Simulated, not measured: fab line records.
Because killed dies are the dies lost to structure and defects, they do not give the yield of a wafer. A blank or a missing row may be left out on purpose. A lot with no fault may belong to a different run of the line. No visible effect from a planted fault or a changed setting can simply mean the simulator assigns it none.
Chamber matching -- flow n5-finfet -- rie-diel-02 running N5_HKMG_FIN_ETCH_67: 4 sister chambers
The step etches SOC in N2/H2, stops on TiN, target depth 388.9 nm. 14 wafers are shown with their chamber, then 6 later ones without.

EACH WAFER AND ITS CHAMBER
wafer,chamber,showerhead-plenum-p-Torr (Torr),throttle-valve-pct (%),oes-product-au (a.u.)
L275.2,0,2.61,17.95,0.94
L275.3,3,2.70,17.67,0.90
L279.1,0,2.60,17.94,0.92
L279.3,3,2.69,17.69,0.88
L279.6,1,2.64,18.04,0.73
L280.3,0,2.60,17.95,0.92
L280.5,1,2.64,18.03,0.72
L280.6,0,2.60,17.96,0.91
L285.3,2,2.52,17.85,0.72
L285.4,2,2.52,17.85,0.72
L285.5,1,2.64,18.05,0.72
L291.1,3,2.68,17.74,0.84
L291.4,2,2.52,17.88,0.71
L291.6,3,2.68,17.74,0.84

SIGNATURES (means of the wafers above)
reading,chamber 0,chamber 1,chamber 2,chamber 3,scatter within a chamber
showerhead-plenum-p-Torr,2.6025,2.6400,2.5200,2.6875,0.00592
throttle-valve-pct,17.9500,18.0400,17.8600,17.7100,0.0219
oes-product-au,0.9225,0.7233,0.7167,0.8650,0.0182
Rule: for a wafer and a chamber, the distance is found by dividing, reading by reading, the gap between the wafer's reading and the chamber's mean by the reading's scatter, squaring, summing and taking the root. The wafer belongs to the nearest chamber; if the next one is less than 2 further off, it can't be placed. The scatter: the root of (the sum of the squares of (reading less its chamber's mean) over the shown wafers, divided by (wafers less chambers)).

WAFERS WITH NO CHAMBER GIVEN
wafer,showerhead-plenum-p-Torr (Torr),throttle-valve-pct (%),oes-product-au (a.u.)
L294.1,2.51,17.89,0.70
L294.5,2.68,17.76,0.83
L294.6,2.59,17.99,0.85
L298.2,2.68,17.78,0.82
L298.3,2.51,17.90,0.70
L298.6,2.63,18.09,0.70

EACH ONE'S CHAMBER
wafer,from the rows above,in truth
L294.1,2,2
L294.5,3,3
L294.6,0,0
L298.2,3,3
L298.3,2,2
L298.6,1,1
Placed correctly: 6 of 6. Number that these rows cannot place: 0. 0 placed wrongly.
